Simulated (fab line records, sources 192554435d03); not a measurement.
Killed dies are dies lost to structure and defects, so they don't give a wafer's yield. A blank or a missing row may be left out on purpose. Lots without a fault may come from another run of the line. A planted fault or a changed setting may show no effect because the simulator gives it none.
Which tool did it? | flow n5_finfet | 24 lots, 72 wafers sampled, at 2 steps of a route of 1938

WHAT THE GAUGES READ, wafer by wafer
N5_BEOL_M1_OVL_MEAS_29.
lot  | measured     | on         | V0_OVL (nm)
L074 | day 5 23:38  | overlay-02 | 0.0 0.4 0.2
L075 | day 6 10:20  | overlay-01 | 0.4 0.1 -0.6
L076 | day 6 13:44  | overlay-01 | -0.6 1.6 1.7
L077 | day 6 22:10  | overlay-02 | -0.3 0.7 -0.4
L078 | day 7 00:26  | overlay-02 | 0.3 0.0 0.7
L079 | day 7 10:38  | overlay-01 | 0.9 0.3 -0.3
L081 | day 7 19:24  | overlay-02 | -0.1 0.1 0.2
L080 | day 7 19:41  | overlay-02 | 0.7 -0.4 -0.1
L082 | day 7 22:40  | overlay-01 | -0.5 0.0 -1.0
L083 | day 8 12:54  | overlay-02 | 0.2 -0.6 -0.1
L084 | day 8 14:35  | overlay-02 | 0.2 0.2 0.3
L085 | day 9 00:47  | overlay-02 | 1.3 0.1 0.6
L087 | day 9 12:17  | overlay-02 | 0.2 -0.3 0.7
L086 | day 9 12:19  | overlay-01 | -0.1 -0.3 -1.5
L088 | day 9 12:44  | overlay-02 | 0.0 0.5 -0.1
L089 | day 9 17:05  | overlay-02 | 0.2 -1.3 0.3
L090 | day 10 01:52 | overlay-02 | 0.0 0.3 1.0
L091 | day 10 10:07 | overlay-02 | 0.8 -1.0 -0.6
L092 | day 10 15:34 | overlay-02 | 0.7 -0.6 0.6
L093 | day 10 16:07 | overlay-01 | 0.0 -0.3 1.0
L094 | day 11 04:43 | overlay-02 | 1.2 0.0 0.3
L095 | day 11 09:20 | overlay-02 | 0.6 -0.3 0.5
L096 | day 11 19:19 | overlay-01 | 0.5 0.2 0.6
L097 | day 11 21:47 | overlay-01 | -2.7 -1.2 0.0

WHICH TOOL RAN EACH LOT (tool, then ch and the chambers of the sampled wafers, then the start)
lot  | N5_BEOL_M1_ETCH_63
L074 | rie_diel-02 ch 1,2,3, day 5 22:47
L075 | rie_diel-01 ch 1,2,3, day 6 09:29
L076 | rie_diel-02 ch 0,3, day 6 12:42
L077 | rie_diel-03 ch 0,1, day 6 21:26
L078 | rie_diel-03 ch 0,1,3, day 6 23:43
L079 | rie_diel-02 ch 0,2,3, day 7 09:53
L081 | rie_diel-01 ch 0,2,3, day 7 18:34
L080 | rie_diel-01 ch 0,1,2, day 7 18:50
L082 | rie_diel-01 ch 2,3, day 7 21:56
L083 | rie_diel-01 ch 0,2,3, day 8 12:10
L084 | rie_diel-03 ch 2,3, day 8 13:40
L085 | rie_diel-03 ch 0,1,2, day 8 23:58
L087 | rie_diel-01 ch 0,3, day 9 11:25
L086 | rie_diel-02 ch 0,1,3, day 9 11:29
L088 | rie_diel-01 ch 0,1,3, day 9 11:52
L089 | rie_diel-01 ch 0,1,3, day 9 16:13
L090 | rie_diel-02 ch 0,3, day 10 01:01
L091 | rie_diel-02 ch 0,3, day 10 09:23
L092 | rie_diel-02 ch 2,3, day 10 14:40
L093 | rie_diel-02 ch 0,2,3, day 10 15:23
L094 | rie_diel-01 ch 0,2, day 11 03:59
L095 | rie_diel-03 ch 1,2,3, day 11 08:36
L096 | rie_diel-02 ch 0,2,3, day 11 18:35
L097 | rie_diel-02 ch 0,1,3, day 11 20:52
- N5_BEOL_M1_ETCH_63: etches SiARC in CF4, target depth 15.6 nm, time 26 s.

WHAT THE TOOLS THEMSELVES READ (means of the sampled wafers that have a number; where no wafer has one, the mark that the record gives instead)
N5_BEOL_M1_ETCH_63.
lot  | tool        | drypump_motor_current_A (A) | etch_rf_on_time_s (s) | mfc_ar_sccm (sccm) | oes_product_au (a.u.) | rf_vpp_V (V) | showerhead_plenum_p_Torr (Torr) | throttle_valve_pct (%)
L074 | rie_diel-02 | 5.5                         | 26.4                  | 99.91              | 0.68                  | 183.1        | 2.11                            | 15.55
L075 | rie_diel-01 | 5.3                         | 25.5                  | 100.25             | 0.76                  | 184.6        | 2.22                            | 15.61
L076 | rie_diel-02 | 5.4                         | 26.4                  | 100.05             | 0.67                  | 185.2        | 2.18                            | 15.68
L077 | rie_diel-03 | 5.2                         | 26.4                  | 100.05             | 0.63                  | 184.1        | 2.15                            | 15.85
L078 | rie_diel-03 | 5.5                         | 25.9                  | 99.92              | 0.65                  | 185.4        | 2.18                            | 15.79
L079 | rie_diel-02 | 5.7                         | 25.8                  | 99.91              | 0.69                  | 183.9        | 2.13                            | 15.72
L081 | rie_diel-01 | 5.4                         | 25.8                  | 99.90              | 0.69                  | 185.3        | 2.21                            | 15.65
L080 | rie_diel-01 | 5.6                         | 26.2                  | 100.24             | 0.72                  | 186.0        | 2.25                            | 15.62
L082 | rie_diel-01 | 5.1                         | 25.0                  | 100.18             | 0.71                  | 184.2        | 2.18                            | 15.67
L083 | rie_diel-01 | 5.4                         | 25.6                  | 100.22             | 0.69                  | 185.5        | 2.21                            | 15.66
L084 | rie_diel-03 | 6.2                         | 26.4                  | 100.57             | 0.64                  | 185.7        | 2.23                            | 15.52
L085 | rie_diel-03 | 5.6                         | 26.1                  | 100.17             | 0.63                  | 184.9        | 2.17                            | 15.76
L087 | rie_diel-01 | 5.8                         | 26.2                  | 99.93              | 0.61                  | 184.9        | 2.19                            | 15.80
L086 | rie_diel-02 | 5.3                         | 26.4                  | 99.72              | 0.65                  | 183.5        | 2.14                            | 15.58
L088 | rie_diel-01 | 5.7                         | 25.9                  | 99.78              | 0.66                  | 184.5        | 2.20                            | 15.78
L089 | rie_diel-01 | 5.7                         | 26.1                  | 99.90              | 0.66                  | 183.6        | 2.20                            | 15.78
L090 | rie_diel-02 | 5.5                         | 25.9                  | 99.68              | 0.69                  | 185.7        | 2.22                            | 15.64
L091 | rie_diel-02 | 5.5                         | 26.0                  | 100.02             | 0.69                  | 185.0        | 2.22                            | 15.64
L092 | rie_diel-02 | 5.8                         | 26.0                  | 100.18             | 0.70                  | 183.9        | 2.17                            | 15.66
L093 | rie_diel-02 | 5.7                         | 26.1                  | 100.04             | 0.67                  | 184.2        | 2.13                            | 15.77
L094 | rie_diel-01 | 5.2                         | 25.7                  | 100.06             | 0.71                  | 185.3        | 2.24                            | 15.57
L095 | rie_diel-03 | 5.8                         | 26.3                  | 100.25             | 0.62                  | 184.8        | 2.20                            | 15.69
L096 | rie_diel-02 | 5.6                         | 26.4                  | 100.09             | 0.65                  | 183.7        | 2.12                            | 15.79
L097 | rie_diel-02 | 5.3                         | 26.4                  | 99.89              | 0.63                  | 183.7        | 2.14                            | 15.62

THE ANSWER, worked out from the rows above alone
Rule: what is usual is taken from the lots themselves. Put in order of their means at a reading, lots are off if they are a third of the lots or fewer, leave a main group of 4 or more, and stand apart from it by a gap of 3 or more times the standard deviation of the main group's means; of several such gaps the widest counts. A main group whose means are all the same, to the digits that the tables above print for the reading, isn't used. A lot without any number at a reading at which 4 lots or more have one is off too. The other lots that the step has rows for count as sound. The gauges are gone through in route order, then the tools' own readings, and for those a lot's mean is taken as printed above. The first step at which some lot is off is used, and at that step the reading that is off furthest; a lot without a number counts as furthest.
No lot is off at any reading shown: from this, nothing can be told.

WHAT THE SIMULATOR HAD PUT IN
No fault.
